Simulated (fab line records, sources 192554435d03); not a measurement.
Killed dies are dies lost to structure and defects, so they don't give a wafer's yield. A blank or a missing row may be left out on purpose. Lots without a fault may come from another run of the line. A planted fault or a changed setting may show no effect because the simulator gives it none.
fab line records | flow n5_finfet
record lots=7 wafers=21
route steps=1938 shown BEOL_M8@1343 BEOL_M9@1401 BEOL_M10@1494 BEOL_M11@1554
start_h: hours from the record's first day to the start of the lot's first wafer shown | wait_h: hours since the lot's step before | " the same as in the row above | L1.1+2: a row that stands for several wafers | - no value, or no start given | * or withheld: withheld | < > ~ a bound
route shown NAME@n: a module of which the file shows steps, and the number in the route of the first | usual: mean/standard deviation of fault-free wafers | same: alike in all rows | chamber/n: place in a boat | sites: the reading at each site | _std_site: their standard deviation | _edge_site: outer sites' mean less inner sites' | radius_mm: how far each site lies from the wafer's centre | mask NAME#n: copy n | behind: the tool/chamber that last shaped the wafer | hold: why the lot was held/for how many hours/how that ended | device: the transistor (n, p or np) that didn't switch | end of line: the same wafers' tests at the end of the route | a step without rows: its recipe alone | killed: dies lost to structure and defects at the first sort, not the wafer's yield | map: a wafer's dies, x killed, . not, _ none there
set.NAME: the setting as run; set.NAME@STEP: as run at that earlier step | model.NAME: the simulator's own value behind a step, which no gauge read
lots whose settings were changed on purpose; a table a step, a row a wafer
## steps
# step N5_BEOL_M8_PEB_09
# recipe peb_temp_c=withheld peb_time_s=60 resist=CAR-ArF
# columns lot.wafer tool chamber start_h wait_h set.peb_time_s
L078.4+5 litho_track-02 0 239.77 0.0 60
L078.6 " 0 " " 54.71
L081.1+5 litho_track-02 0 250.45 0.1 60
L081.3 " 0 " " 51.02
L080.1+6 litho_track-03 0 264.08 0.1 63.75
L080.2 " 0 " " 60
L084.2+5+6 litho_track-03 0 267.26 0.0 60
L083.1+2+4 litho_track-01 0 277.46 0.1 60
L088.1 litho_track-01 0 304.91 0.1 60
L088.3+4 " 0 " " 67.07
L091.1 litho_track-02 0 317.48 0.1 60
L091.4+6 " 0 " " 65.04
# step N5_BEOL_M8_DEVELOP_10
# recipe develop_time_s=30 developer=TMAH resist=CAR-ArF rinse_liquid=diw dry=air_spin dev_temp_c=23
# step N5_BEOL_M8_CD_MEAS_11
# recipe target_cd_nm=38.5 landing_energy_ev=500 detector=se_inlens polarity=opening
# usual cd_nm=38.2/0.57
# columns lot.wafer tool chamber start_h wait_h set.peb_time_s@BEOL_M8_PEB_09 cd_nm
L078.4 cd_sem-01 0 239.84 - 60 38.8
L078.5 " 0 " " 60 38.4
L078.6 " 0 " " 54.71 35.6
L081.1 cd_sem-03 0 250.52 - 60 37.9
L081.3 " 0 " " 51.02 34.3
L081.5 " 0 " " 60 38.0
L080.1 cd_sem-01 0 264.15 - 63.75 40.2
L080.2 " 0 " " 60 39.4
L080.6 " 0 " " 63.75 39.9
L084.2 cd_sem-02 0 267.33 - 60 39.0
L084.5 " 0 " " 60 38.2
L084.6 " 0 " " 60 39.1
L083.1 cd_sem-02 0 277.53 - 60 38.3
L083.2 " 0 " " 60 38.9
L083.4 " 0 " " 60 38.6
L088.1 cd_sem-02 0 304.98 - 60 38.4
L088.3 " 0 " " 67.07 40.4
L088.4 " 0 " " 67.07 40.7
L091.1 cd_sem-03 0 317.54 - 60 38.1
L091.4 " 0 " " 65.04 40.4
L091.6 " 0 " " 65.04 39.9
# step N5_BEOL_M8_DESCUM_16
# recipe chemistry=O2 time_s=7.9 source_power_w=50 bias_power_w=20 pressure_mtorr=20 rf_frequency_hz=2.712e+07 temp_c=40 resist=CAR-ArF o2_flow_sccm=225
# step N5_BEOL_M8_ETCH_61
# recipe chemistry=CF4 target=SiARC target_depth_a=455 mask_material=CAR-ArF time_s=75.8 ion_energy_ev=80 pressure_mtorr=40 source_w=545 bias_w=36 Ar_flow_sccm=100 cf4_flow_sccm=100 ends=cleared
# columns lot.wafer tool chamber start_h wait_h set.peb_time_s@BEOL_M8_PEB_09 model.BEOL_M8.cd_offset_nm
L078.4 rie_diel-02 1 239.96 0.0 60 0.4
L078.5 " 0 " " 60 -0.4
L078.6 " 1 " " 54.71 -2.6
L081.1 rie_diel-05 0 250.66 0.0 60 -1
L081.3 " 1 " " 51.02 -4.8
L081.5 " 1 " " 60 -1.2
L080.1 rie_diel-01 3 264.27 0.0 63.75 2.4
L080.2 " 1 " " 60 0.8
L080.6 " 1 " " 63.75 1.6
L084.2 rie_diel-02 3 267.45 0.0 60 0.2
L084.5 " 0 " " 60 -0.6
L084.6 " 1 " " 60 0.8
L083.1 rie_diel-05 1 277.65 0.0 60 -0.2
L083.2 " 2 " " 60 0
L083.4 " 0 " " 60 0.2
L088.1 rie_diel-05 0 305.10 0.0 60 -0.2
L088.3+4 " 2 " " 67.07 2.2
L091.1 rie_diel-05 0 317.67 0.0 60 -0.6
L091.4 " 3 " " 65.04 1.8
L091.6 " 2 " " 65.04 1.2
# step N5_BEOL_M8_ETCH_62
# recipe chemistry=N2/H2 target=SOC target_depth_a=1100 overetch_a=220 mask_material=SiARC temp_c=40 time_s=165 ion_energy_ev=200 pressure_mtorr=30 source_w=840 bias_w=150 n2_flow_sccm=200 h2_flow_sccm=200
# columns lot.wafer tool chamber start_h wait_h set.peb_time_s@BEOL_M8_PEB_09 model.BEOL_M8.cd_offset_nm
L078.4 rie_diel-02 1 240.02 0.0 60 0.2
L078.5 " 0 " " 60 -0.6
L078.6 " 1 " " 54.71 -2.8
L081.1 rie_diel-05 0 250.74 0.1 60 -1.2
L081.3 " 1 " " 51.02 -5
L081.5 " 1 " " 60 -1.4
L080.1+6 rie_diel-01 3,1 264.33 0.0 63.75 2
L080.2 " 1 " " 60 0.8
L084.2 rie_diel-02 3 267.51 0.0 60 -0.2
L084.5 " 0 " " 60 -0.8
L084.6 " 1 " " 60 0.6
L083.1 rie_diel-05 1 277.71 0.0 60 -0.4
L083.2 " 2 " " 60 -0.2
L083.4 " 0 " " 60 0
L088.1 rie_diel-05 0 305.16 0.0 60 0
L088.3 " 2 " " 67.07 2.2
L088.4 " 2 " " 67.07 2
L091.1 rie_diel-05 0 317.72 0.0 60 -0.8
L091.4 " 3 " " 65.04 1.6
L091.6 " 2 " " 65.04 1
# step N5_BEOL_M8_STRIP_68
# recipe chemistry=N2/H2 temp_c=40 n2_flow_sccm=200 h2_flow_sccm=200 rf_frequency_hz=6e+07
# step N5_BEOL_M8_STRIP_67
# recipe chemistry=CF4 resist=SiARC power_w=300 bias_power_w=75 pressure_mtorr=50 cf4_flow_sccm=150 rf_frequency_hz=6e+07
# step N5_BEOL_M8_HM_OPEN_17
# recipe chemistry=Cl2/BCl3 target_depth_a=200 overetch_a=60 target=TiN mask_material=SOC ion_energy_ev=150 pressure_mtorr=10 icp_w=1000 bias_w=126 Cl2_flow_sccm=53.25 bcl3_flow_sccm=21.75 Ar_flow_sccm=25
# step N5_BEOL_M8_STRIP_19
# recipe chemistry=O2 power_w=400 temp_c=40 pressure_mtorr=30 rf_frequency_hz=6e+07 bias_power_w=0 overash_fraction=0.2 o2_flow_sccm=225
# step N5_BEOL_M8_CD_MEAS_18
# recipe pitch_nm=80 target_cd_nm=40
# usual cd_nm=39.6/0.65
# columns lot.wafer tool chamber start_h wait_h set.peb_time_s@BEOL_M8_PEB_09 cd_nm
L078.4 cd_sem-01 - 240.39 0.0 60 40.2
L078.5 " - " " 60 39.6
L078.6 " - " " 54.71 37.7
L081.1 cd_sem-03 - 251.20 0.0 60 38.6
L081.3 " - " " 51.02 35.1
L081.5 " - " " 60 38.8
L080.1 cd_sem-01 - 264.70 0.0 63.75 41.9
L080.2 " - " " 60 41.0
L080.6 " - " " 63.75 42.0
L084.2 cd_sem-03 - 267.94 0.1 60 39.9
L084.5 " - " " 60 39.4
L084.6 " - " " 60 40.6
L083.1 cd_sem-02 - 278.12 0.0 60 39.6
L083.2 " - " " 60 39.5
L083.4 " - " " 60 40.0
L088.1 cd_sem-02 - 305.53 0.0 60 39.9
L088.3 " - " " 67.07 42.3
L088.4 " - " " 67.07 41.7
L091.1 cd_sem-02 - 318.09 0.0 60 39.4
L091.4 " - " " 65.04 41.6
L091.6 " - " " 65.04 40.6
# step N5_BEOL_M8_COAT_63
# recipe resist=SOC temp_c=250 time_s=60 spin_rpm=1500 resist_thk_nm=60
# step N5_BEOL_M8_COAT_64
# recipe resist=SiARC temp_c=220 time_s=60 spin_rpm=1500 resist_thk_nm=12
# step N5_BEOL_M8_PRECLEAN_42
# recipe chemistry=residue_remover time_s=60 temp_c=40
# step N5_BEOL_M8_SRD_43
# recipe time_s=30 temp_c=23 rinse_liquid=diw dry=ipa_marangoni
# step N5_BEOL_M8_CD_MEAS_35
# recipe target_cd_nm=40 polarity=opening
# usual cd_nm=39.6/0.68
# columns lot.wafer tool chamber start_h wait_h set.peb_time_s@BEOL_M8_PEB_09 cd_nm
L078.4 cd_sem-01 - 243.69 0.0 60 40.0
L078.5 " - " " 60 39.5
L078.6 " - " " 54.71 37.2
L081.1 cd_sem-03 - 252.48 0.0 60 38.6
L081.3 " - " " 51.02 35.3
L081.5 " - " " 60 38.6
L080.1 cd_sem-01 - 266.91 0.0 63.75 42.3
L080.2 " - " " 60 41.0
L080.6 " - " " 63.75 42.6
L084.2 cd_sem-02 - 269.24 0.0 60 40.1
L084.5 " - " " 60 39.4
L084.6 " - " " 60 40.6
L083.1 cd_sem-03 - 280.08 0.0 60 39.6
L083.2 " - " " 60 40.0
L083.4 " - " " 60 40.3
L088.1 cd_sem-03 - 306.55 0.0 60 39.9
L088.3 " - " " 67.07 42.7
L088.4 " - " " 67.07 42.1
L091.1 cd_sem-02 - 320.09 0.0 60 39.2
L091.4 " - " " 65.04 41.4
L091.6 " - " " 65.04 40.7
# step N5_BEOL_M9_ILD_DEP_00
# recipe material=SiCOH_lowk target_thk_a=3085.1 temp_c=300 precursor=DEMS/porogen pressure_torr=5 rf_w=500 time_s=58
# columns lot.wafer tool chamber start_h wait_h set.time_s model.SiCOH_lowk_of_BEOL_M9_ILD_DEP_00.thk_nm
L078.4 pecvd-02 2 246.31 0.1 58 313
L078.5 " 0 " " 62.99 337.6
L078.6 " 1 " " 62.99 340
L081.1 pecvd-02 2 254.91 0.1 58 306.8
L081.3 " 0 " " 58 308
L081.5 " 2 " " 58 310.2
L080.1 pecvd-01 0 269.12 0.0 58 308.4
L080.2 " 1 " " 58 305.2
L080.6 " 2 " " 65.28 350.8
L084.2 pecvd-02 2 272.89 0.0 58 308.2
L084.5 " 1 " " 58 311
L084.6 " 2 " " 58 312
L083.1+2 pecvd-04 0,1 282.38 0.0 58 306.4
L083.4 " 2 " " 58 313.2
L088.1 pecvd-02 1 308.84 0.0 58 304.4
L088.3 " 0 " " 60.46 318.4
L088.4 " 1 " " 60.46 320.6
L091.1 pecvd-02 2 323.78 0.0 58 307.2
L091.4 " 1 " " 58 311.6
L091.6 " 2 " " 62.43 333.4
# step N5_BEOL_M9_CURE_71
# recipe temp_c=385 time_s=240 ambient=He/Ar material=SiCOH_lowk
# columns lot.wafer tool chamber start_h wait_h set.time_s@BEOL_M9_ILD_DEP_00 model.SiCOH_lowk_of_BEOL_M9_ILD_DEP_00.thk_nm
L078.4 uv_cure-02 0 246.60 0.3 58 272
L078.5 " 0 " " 62.99 293.8
L078.6 " 0 " " 62.99 295.8
L081.1 uv_cure-01 0 254.98 0.0 58 266.4
L081.3 " 0 " " 58 267.6
L081.5 " 0 " " 58 269.4
L080.1 uv_cure-01 1 269.20 0.0 58 268
L080.2 " 1 " " 58 265.2
L080.6 " 1 " " 65.28 305.4
L084.2 uv_cure-01 1 273.05 0.1 58 267.8
L084.5 " 1 " " 58 270.2
L084.6 " 1 " " 58 271
L083.1 uv_cure-02 0 282.45 0.0 58 266.2
L083.2 " 0 " " 58 266
L083.4 " 0 " " 58 272.2
L088.1 uv_cure-01 2 309.32 0.5 58 264.4
L088.3 " 2 " " 60.46 276.8
L088.4 " 2 " " 60.46 278.8
L091.1 uv_cure-01 2 323.87 0.1 58 266.8
L091.4 " 2 " " 58 270.8
L091.6 " 2 " " 62.43 290
# step N5_BEOL_M9_THK_MEAS_01
# recipe reads=SiCOH_lowk_of_BEOL_M9_ILD_DEP_00
# usual M9_ILD_THK=268/3.6
# columns lot.wafer tool chamber start_h wait_h set.time_s@BEOL_M9_ILD_DEP_00 M9_ILD_THK[nm]
L078.4 film_metro-02 - 246.87 0.2 58 272
L078.5 " - " " 62.99 294
L078.6 " - " " 62.99 296
L081.1 film_metro-02 - 255.50 0.4 58 266
L081.3 " - " " 58 268
L081.5 " - " " 58 269
L080.1 film_metro-02 - 269.71 0.4 58 268
L080.2 " - " " 58 265
L080.6 " - " " 65.28 306
L084.2 film_metro-02 - 273.48 0.4 58 268
L084.5 " - " " 58 270
L084.6 " - " " 58 271
L083.1 film_metro-02 - 282.97 0.4 58 266
L083.2 " - " " 58 266
L083.4 " - " " 58 272
L088.1 film_metro-02 - 309.84 0.4 58 265
L088.3 " - " " 60.46 277
L088.4 " - " " 60.46 279
L091.1 film_metro-01 - 324.38 0.4 58 267
L091.4 " - " " 58 271
L091.6 " - " " 62.43 290
# step N5_BEOL_M10_COAT_63
# recipe resist=SOC temp_c=250 time_s=60 spin_rpm=1500 resist_thk_nm=100
# columns lot.wafer tool chamber start_h wait_h set.spin_rpm model.SOC_of_BEOL_M10_COAT_63.thk_nm
L078.4 litho_track-05 0 259.03 1.2 1500 99.6
L078.5 " 0 " " 1500 100
L078.6 " 0 " " 1500 99.8
L081.1 litho_track-02 0 267.47 0.0 1383 103.6
L081.3 " 0 " " 1500 99.2
L081.5 " 0 " " 1383 103.4
L080.1 litho_track-05 0 282.53 0.9 1500 99.6
L080.2 " 0 " " 1457 101.4
L080.6 " 0 " " 1457 101.2
L084.2+5 litho_track-05 0 286.42 1.4 1500 100
L084.6 " 0 " " 1500 99.8
L083.1 litho_track-02 0 294.19 0.1 1621 96
L083.2 " 0 " " 1500 99.8
L083.4 " 0 " " 1621 96.2
L088.1 litho_track-02 0 321.56 0.2 1398 103.4
L088.3 " 0 " " 1398 103.2
L088.4 " 0 " " 1500 100
L091.1+6 litho_track-05 0 341.60 1.2 1500 100
L091.4 " 0 " " 1500 100.4
# step N5_BEOL_M10_COAT_64
# recipe resist=SiARC temp_c=220 time_s=60 spin_rpm=1500 resist_thk_nm=30
# columns lot.wafer tool chamber start_h wait_h set.spin_rpm model.SiARC_of_BEOL_M10_COAT_64.thk_nm
L078.4 litho_track-05 0 - - 1500 30.2
L078.5+6 " 0 " " 1500 30
L081.1 litho_track-02 0 - - 1500 30
L081.3+5 " 0 " " 1434 30.6
L080.1 litho_track-05 0 - - 1500 30
L080.2 " 0 " " 1500 30.2
L080.6 " 0 " " 1616 28.8
L084.2+5+6 litho_track-05 0 - - 1500 30
L083.1 litho_track-02 0 - - 1457 30.2
L083.2 " 0 " " 1457 30.4
L083.4 " 0 " " 1500 29.8
L088.1 litho_track-02 0 - - 1636 28.8
L088.3+4 " 0 " " 1500 30
L091.1+4+6 litho_track-05 0 - - 1500 30
# step N5_BEOL_M10_COAT_22
# recipe resist=CAR-ArF spin_rpm=1500 resist_thk_nm=90
# step N5_BEOL_M10_EBR_24
# recipe solvent=PGMEA ebr_width_mm=1.5
# step N5_BEOL_M10_DESCUM_33
# recipe chemistry=O2 time_s=7.9 source_power_w=50 bias_power_w=20 pressure_mtorr=20 rf_frequency_hz=2.712e+07 temp_c=40 resist=CAR-ArF o2_flow_sccm=225
# step N5_BEOL_M10_ETCH_65
# recipe chemistry=CF4 target=SiARC target_depth_a=390 mask_material=CAR-ArF time_s=65 ion_energy_ev=80 pressure_mtorr=40 source_w=545 bias_w=36 Ar_flow_sccm=100 cf4_flow_sccm=100 ends=cleared
# columns lot.wafer tool chamber start_h wait_h set.spin_rpm@BEOL_M10_COAT_64 model.CAR-ArF_of_BEOL_M10_COAT_22.thk_nm model.etch.depth_nm
L078.4 rie_diel-01 0 259.43 0.0 1500 55.4 30.11
L078.5 " 1 " " 1500 55.6 30.1
L078.6 " 3 " " 1500 55.2 30.08
L081.1 rie_diel-02 1 268.06 0.0 1500 55.2 29.93
L081.3 " 0 " " 1434 54.2 30.57
L081.5 " 2 " " 1434 54 30.64
L080.1 rie_diel-05 2 283.29 0.0 1500 55.8 30
L080.2 " 1 " " 1500 55.6 30.11
L080.6 " 1 " " 1616 56.6 28.86
L084.2 rie_diel-05 0 286.97 0.0 1500 55.4 30
L084.5 " 1 " " 1500 55.4 30.01
L084.6 " 2 " " 1500 55.6 30.09
L083.1 rie_diel-02 3 294.57 0.0 1457 55.4 30.29
L083.2 " 1 " " 1457 55.2 30.36
L083.4 " 0 " " 1500 55.8 29.87
L088.1 rie_diel-01 3 322.07 0.0 1636 56.4 28.73
L088.3 " 2 " " 1500 55.4 29.96
L088.4 " 0 " " 1500 55.8 29.93
L091.1 rie_diel-01 1 342.64 0.0 1500 55.8 30
L091.4 " 2 " " 1500 55.8 29.95
L091.6 " 2 " " 1500 56 29.94
# step N5_BEOL_M10_ETCH_66
# recipe chemistry=N2/H2 target=SOC target_depth_a=1200 overetch_a=240 mask_material=SiARC temp_c=40 time_s=180 ion_energy_ev=200 pressure_mtorr=30 source_w=840 bias_w=150 n2_flow_sccm=200 h2_flow_sccm=200
# columns lot.wafer tool chamber start_h wait_h set.spin_rpm@BEOL_M10_COAT_63 set.spin_rpm@BEOL_M10_COAT_64 model.etch.depth_nm model.SiARC_of_BEOL_M10_COAT_64.thk_nm
L078.4 rie_diel-01 0 259.51 0.1 1500 1500 99.68 23
L078.5 " 1 " " 1500 1500 100 22.6
L078.6 " 3 " " 1500 1500 99.81 22.8
L081.1 rie_diel-02 1 268.11 0.0 1383 1500 103.6 22.6
L081.3 " 0 " " 1500 1434 99.11 23.2
L081.5 " 2 " " 1383 1434 103.5 23.2
L080.1 rie_diel-05 2 283.34 0.0 1500 1500 99.65 23
L080.2 " 1 " " 1457 1500 101.5 22.8
L080.6 " 1 " " 1457 1616 101.2 21.6
L084.2 rie_diel-05 0 287.02 0.0 1500 1500 99.97 22.4
L084.5 " 1 " " 1500 1500 99.99 22.6
L084.6 " 2 " " 1500 1500 99.75 23
L083.1 rie_diel-02 3 294.62 0.0 1621 1457 95.99 23
L083.2 " 1 " " 1500 1457 99.76 23
L083.4 " 0 " " 1621 1500 96.24 22.4
L088.1 rie_diel-01 3 322.12 0.0 1398 1636 103.4 21.4
L088.3 " 2 " " 1398 1500 103.2 23
L088.4 " 0 " " 1500 1500 99.97 22.8
L091.1 rie_diel-01 1 342.69 0.0 1500 1500 100 22.4
L091.4 " 2 " " 1500 1500 100.3 22.8
L091.6 " 2 " " 1500 1500 99.9 22.8
# step N5_BEOL_M10_STRIP_69
# recipe chemistry=N2/H2 temp_c=40 n2_flow_sccm=200 h2_flow_sccm=200 rf_frequency_hz=6e+07
# step N5_BEOL_M10_VIA_ETCH_34
# recipe chemistry=C4F6/O2 target=SiCOH_lowk target_depth_a=1845 mask_material=SOC taper_deg=4 time_s=69.2 ion_energy_ev=250 pressure_mtorr=30 source_w=345 bias_w=185 Ar_flow_sccm=300 C4F6_flow_sccm=10 O2_flow_sccm=10
# columns lot.wafer tool chamber start_h wait_h set.spin_rpm@BEOL_M10_COAT_63 model.SOC_of_BEOL_M10_COAT_63.thk_nm
L078.4 rie_diel-01 0 259.60 0.0 1500 92
L078.5+6 " 1,3 " " 1500 91.8
L081.1+5 rie_diel-02 1,2 268.23 0.0 1383 95.4
L081.3 " 0 " " 1500 91
L080.1 rie_diel-05 2 283.46 0.0 1500 91.8
L080.2 " 1 " " 1457 93.6
L080.6 " 1 " " 1457 93.4
L084.2+6 rie_diel-05 0,2 287.14 0.0 1500 91.8
L084.5 " 1 " " 1500 92.2
L083.1 rie_diel-02 3 294.74 0.0 1621 87.6
L083.2 " 1 " " 1500 91.6
L083.4 " 0 " " 1621 88
L088.1+3 rie_diel-01 3,2 322.24 0.0 1398 95.4
L088.4 " 0 " " 1500 92.2
L091.1 rie_diel-01 1 342.82 0.0 1500 92
L091.4 " 2 " " 1500 92.6
L091.6 " 2 " " 1500 92.2
# step N5_BEOL_M11_ETCH_62
# recipe chemistry=N2/H2 target=SOC target_depth_a=1100 overetch_a=220 mask_material=SiARC temp_c=40 time_s=165 ion_energy_ev=200 pressure_mtorr=30 source_w=840 bias_w=150 n2_flow_sccm=200 h2_flow_sccm=200
# usual rf_vpp_V=524.6/2.1
# columns lot.wafer tool chamber start_h wait_h set.bias_w rf_vpp_V model.SiARC_of_BEOL_M11_COAT_60.thk_nm
L078.4 rie_diel-04 1 264.64 0.0 124.5 467.1 25.2
L078.5 " 1 " " 150 525.9 23.6
L078.6 " 2 " " 124.5 467.8 24.8
L081.1 rie_diel-04 1 275.77 0.0 150 525.8 24
L081.3 " 0 " " 127.3 474.1 25
L081.5 " 1 " " 127.3 475.0 25.2
L080.1 rie_diel-03 2 288.55 0.0 176.4 576.9 22
L080.2 " 1 " " 150 526.1 24.4
L080.6 " 0 " " 176.4 582.4 22
L084.2 rie_diel-03 1 294.20 0.0 150 526.3 24.2
L084.5 " 2 " " 150 522.2 23.2
L084.6 " 3 " " 150 524.4 23.8
L083.1 rie_diel-06 2 301.18 0.0 150 520.3 23.4
L083.2 " 3 " " 175.5 574.7 22.6
L083.4 " 0 " " 175.5 577.9 22
L088.1 rie_diel-04 2 331.96 0.0 150 526.0 23.2
L088.3 " 3 " " 150 525.2 23.8
L088.4 " 0 " " 150 523.8 23.6
L091.1 rie_diel-04 3 350.33 0.0 150 527.6 23.8
L091.4 " 1 " " 150 526.9 23.8
L091.6 " 0 " " 150 524.3 23.6
## key
split step=N5_BEOL_M8_PEB_09 setting=peb_time_s stated=60 by=wafer
response step=N5_BEOL_M8_CD_MEAS_11 reading=cd_nm change=+0.232 per=1% r=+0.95
response step=N5_BEOL_M8_ETCH_61 reading=model.BEOL_M8.cd_offset_nm change=+0.239 per=1% r=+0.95
response step=N5_BEOL_M8_ETCH_62 reading=model.BEOL_M8.cd_offset_nm change=+0.233 per=1% r=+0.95
response step=N5_BEOL_M8_CD_MEAS_18 reading=cd_nm change=+0.214 per=1% r=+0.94
response step=N5_BEOL_M8_CD_MEAS_35 reading=cd_nm change=+0.228 per=1% r=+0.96
split step=N5_BEOL_M9_ILD_DEP_00 setting=time_s stated=58 by=wafer
response step=N5_BEOL_M9_ILD_DEP_00 reading=model.SiCOH_lowk_of_BEOL_M9_ILD_DEP_00.thk_nm change=+3.32 per=1% r=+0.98
response step=N5_BEOL_M9_CURE_71 reading=model.SiCOH_lowk_of_BEOL_M9_ILD_DEP_00.thk_nm change=+2.93 per=1% r=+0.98
response step=N5_BEOL_M9_THK_MEAS_01 reading=M9_ILD_THK change=+2.97 per=1% r=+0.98
split step=N5_BEOL_M10_COAT_63 setting=spin_rpm stated=1500 by=wafer
response step=N5_BEOL_M10_COAT_63 reading=model.SOC_of_BEOL_M10_COAT_63.thk_nm change=-0.503 per=1% r=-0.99
response step=N5_BEOL_M10_ETCH_66 reading=model.etch.depth_nm change=-0.505 per=1% r=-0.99
response step=N5_BEOL_M10_VIA_ETCH_34 reading=model.SOC_of_BEOL_M10_COAT_63.thk_nm change=-0.508 per=1% r=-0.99
split step=N5_BEOL_M10_COAT_64 setting=spin_rpm stated=1500 by=wafer
response step=N5_BEOL_M10_COAT_64 reading=model.SiARC_of_BEOL_M10_COAT_64.thk_nm change=-0.147 per=1% r=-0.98
response step=N5_BEOL_M10_ETCH_65 reading=model.CAR-ArF_of_BEOL_M10_COAT_22.thk_nm change=+0.121 per=1% r=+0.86
response step=N5_BEOL_M10_ETCH_65 reading=model.etch.depth_nm change=-0.145 per=1% r=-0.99
response step=N5_BEOL_M10_ETCH_66 reading=model.SiARC_of_BEOL_M10_COAT_64.thk_nm change=-0.165 per=1% r=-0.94
split step=N5_BEOL_M11_ETCH_62 setting=bias_w stated=150 by=wafer
response step=N5_BEOL_M11_ETCH_62 reading=rf_vpp_V change=+3.28 per=1% r=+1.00
response step=N5_BEOL_M11_ETCH_62 reading=model.SiARC_of_BEOL_M11_COAT_60.thk_nm change=-0.0908 per=1% r=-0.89
